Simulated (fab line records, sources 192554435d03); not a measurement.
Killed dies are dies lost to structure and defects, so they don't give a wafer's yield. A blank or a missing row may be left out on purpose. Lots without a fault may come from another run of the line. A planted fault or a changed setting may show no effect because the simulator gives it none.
A struck lot beside a sound one | flow n5_finfet | 15 steps out of a route of 1938
Sound: wafers L473.1, L473.5, L473.6. Struck: wafers L483.2, L483.6. The cause comes at the end.
At each step with rows: each side's tool, then ch and its chambers, then its first start. Under that, the readings that differ: sound wafers | struck wafers | difference of the means | sigmas: that difference in standard deviations of wafers without a fault.
alike: readings whose means differ by less than 2 such deviations, and words and numbers that are the same on both sides. not compared: withheld readings, readings that some wafer has no value for, bounds like >300 that may hide the same value, and numbers for which the record gives no deviation and whose values overlap.
The two part at a step that has a row with sigmas, a row that says differs or no value, or rows on one side only. Numbers that don't overlap but have no deviation are shown without sigmas and don't part them. A reading that every wafer of one side lacks parts them only if that side has two wafers or more.

N5_BEOL_M9_TRENCH_ETCH_37: etches SiCOH lowk in C4F6/O2, target depth 151.43 nm, time 49 s.
  sound on rie_diel-05 ch 0,3; struck on rie_diel-05 ch 0,1
  alike: drypump_motor_current_A, mfc_ar_sccm, oes_product_au, rf_vpp_V, showerhead_plenum_p_Torr, throttle_valve_pct
  not compared: rf_hours_counter_h
N5_BEOL_M9_ETCH_41: etches SiCN in CH3F/O2, target depth 36.6 nm, time 70.1 s.
  sound on rie_diel-05 ch 0,3; struck on rie_diel-05 ch 0,1
  alike: drypump_motor_current_A, mfc_ar_sccm, oes_product_au, rf_vpp_V, showerhead_plenum_p_Torr, throttle_valve_pct
  not compared: rf_hours_counter_h
then, 1 step without rows for these wafers: N5_BEOL_M9_STRIP_80 (strips in N2/H2, time 10 s).
N5_BEOL_M9_OCD_MEAS_38:
  sound on ocd-01, day 11 13:58; struck on ocd-02, day 14 12:34
  alike: trench_depth_nm
then, 4 steps without rows for these wafers: N5_BEOL_M9_HM_STRIP_39 (strips TiN in peroxide tin strip, target depth 25 nm, time 158 s); N5_BEOL_M9_SRD_40 (time 30 s); N5_BEOL_M9_PRECLEAN_42 (cleans in residue remover, time 60 s); N5_BEOL_M9_SRD_43 (time 30 s).
N5_BEOL_M9_CD_MEAS_35: target cd 70 nm, target cd y 40 nm.
  sound on cd_sem-03, day 11 14:07; struck on cd_sem-02, day 14 12:43
  alike: cd_nm
then, 1 step without rows for these wafers: N5_BEOL_M9_CURE_72 (cures SiCOH lowk, time 120 s).
N5_BEOL_M9_DEGAS_44: time 60 s.
  sound on pvd_sputter-01, day 11 14:56; struck on pvd_sputter-02, day 14 13:22
  alike: heater_power_w
N5_BEOL_M9_PRE_CLEAN_45: time 30 s.
  sound on pvd_sputter-01, day 11 14:58; struck on pvd_sputter-02, day 14 13:24
  alike: heater_power_w
N5_BEOL_M9_ALD_74: deposits TaN, target thk 2 nm, pulse time 2 s, purge time 3 s.
  sound on ald_metal-01 ch 2,3, day 11 15:02; struck on ald_metal-04 ch 0,1, day 14 13:28
  reading                                 | sound    | struck  | difference | sigmas
  ald_cycles                              | 40 40 40 | 48 48   | +8         |
  model.TaN_of_BEOL_M9_ALD_74.thk_nm (nm) | 2 2 2    | 2.4 2.4 | +0.4       |
  alike: heater_power_w
N5_BEOL_M9_SURFACE_TREAT_79:
  sound on pvd_sputter-01, day 11 15:20; struck on pvd_sputter-02, day 14 13:46
  alike: ar_flow_sccm
  not compared: pressure_mtorr, throttle_valve_pct
-- the record jumps here: 2 days lie between the struck wafers' starts before and after (it left off in module BEOL_M9 and takes up again in module PASSIVATION, whose first step shown is number 1936 of the route) --
N5_PASSIVATION_PROBE_49:
  the record has rows for the struck wafers here (prober-02, day 17 01:21) and none for the sound ones

WHERE THEY PART
Only at N5_PASSIVATION_PROBE_49, within this record.

WHY: what the simulator had put in
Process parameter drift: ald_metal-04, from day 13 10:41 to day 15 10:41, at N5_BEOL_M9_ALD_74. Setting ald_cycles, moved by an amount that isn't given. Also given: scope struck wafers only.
